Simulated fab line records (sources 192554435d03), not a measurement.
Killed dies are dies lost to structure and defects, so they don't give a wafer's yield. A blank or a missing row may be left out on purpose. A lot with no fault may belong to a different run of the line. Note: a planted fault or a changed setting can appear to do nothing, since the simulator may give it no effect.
Problem report, 8D (eight disciplines) form, completed by code -- flow n5Finfet -- the parts of the form that need people (team, actions taken, sign-off) are left out

1. WHAT WENT WRONG
Mean of timeToEndpointS at N5_BEOL_M7_CMP_52: 2.2 s across 6 wafers in 2 lots; on wafers with no fault it is 63.3 s (standard deviation 2.2). Relative to the usual mean, that is a shift of -28 standard deviations.
The step: polishes, stops on SiCOH lowk, t overpolish 6.9 s, target thk 80 nm.
The first sign was on wafer L701.1 at day 14 04:28, on cmp-02. The record has a number at this step for 27 wafers belonging to 9 lots. Rule for "out", or "out of limits": more than 4 standard deviations from the usual mean. All remaining wafers that have a number are taken as sound.

2. WHAT IT IS, AND WHAT IT ISN'T
question,is,is not
which readings at this step,timeToEndpointS,motorCurrentA
which lots,"L701, L702","L686, L688, L693, L695, L703, L704, L705"
which wafers of those lots,all that have a number,-
read on which tools,"cmp-02, cmp-03",cmp-01
when,from day 14 04:28,"up to then (12 sound wafers); but 9 sound wafers of L703, L704, L705 came after"

3. SUSPECTS, AND WHAT RULES EACH OUT
Counting: a tool at any process step up to the reading remains a suspect when it ran all the lots that are out and ran no sound lot after the first of those.
- pvdSputter-03 at N5_BEOL_M7_SPUTTER_48 (material Cu, target thk 10 nm, time 1.667 s): ruled out as a lasting fault. Following L701 (day 14 03:57), the first lot on it that is out, the sound lots L705 were run on it.
Left after counting: nothing in the record.

4. THE CAUSE (what the simulator had put in)
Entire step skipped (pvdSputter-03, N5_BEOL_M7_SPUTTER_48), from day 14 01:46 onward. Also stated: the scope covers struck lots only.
The count ruled it out by mistake, since the rule takes a fault to strike every lot its tool runs from the start of the fault on, and this one did not do so.

5. THE CHAIN OF EFFECTS, in route order
Rows list readings where the struck wafers' mean (over those with a number) sits beyond 3 standard deviations from the usual. Only readings whose record carries a usual standard deviation are examined. hours: median over the lots of the time between each lot's start at the first step of this table that gives one and its start at this step. sigmas: the change, counted in usual standard deviations.
hours,step,reading,usual,on struck wafers,change,sigmas
0,N5_BEOL_M7_CMP_52,timeToEndpointS,63.3 s,2.2,-61.1,-28
73,N5_PASSIVATION_PROBE_49,defectLimitedYield,91.2 %,0.0,-91.2,-57
73,N5_PASSIVATION_PROBE_49,killed_at_M4_up,15,1098,+1083,+99 or more
73,N5_PASSIVATION_PROBE_49,killedDies,104,1180,+1076,+57
73,N5_PASSIVATION_PROBE_49,killedOnRim,14,152,+138,+34
73,N5_PASSIVATION_PROBE_49,sort_bin_5_function,5.2 %,96.4,+91.2,+92
73,N5_PASSIVATION_PROBE_49,sortNPass,1076,0,-1076,-57
73,N5_PASSIVATION_PROBE_49,sortYieldPct,91.2 %,0.0,-91.2,-57
The process steps in it:
- N5_BEOL_M7_CMP_52: polishes, stops on SiCOH lowk, t overpolish 6.9 s, target thk 80 nm.
- N5_PASSIVATION_PROBE_49
Readings that are blank on the struck wafers while sound wafers have them: biasV at N5_BEOL_M7_SPUTTER_48; cathodeDcPowerW at N5_BEOL_M7_SPUTTER_48; throttleValvePct at N5_BEOL_M7_SPUTTER_48.
Later measuring or inspecting steps at which every struck wafer that the step has a row for has a number for every such reading, and none has moved that far: N5_BEOL_M7_INSPECT_58.

6. HOW IT WOULD HAVE BEEN CAUGHT EARLIER
In this record the first reading out of limits was taken at day 14 04:28, 3 hours after the fault began at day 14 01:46.
At N5_BEOL_M7_SPUTTER_48 the tool's readings are blank on the struck wafers, where sound wafers have them: an empty tool record is the first sign, and it was there at once.
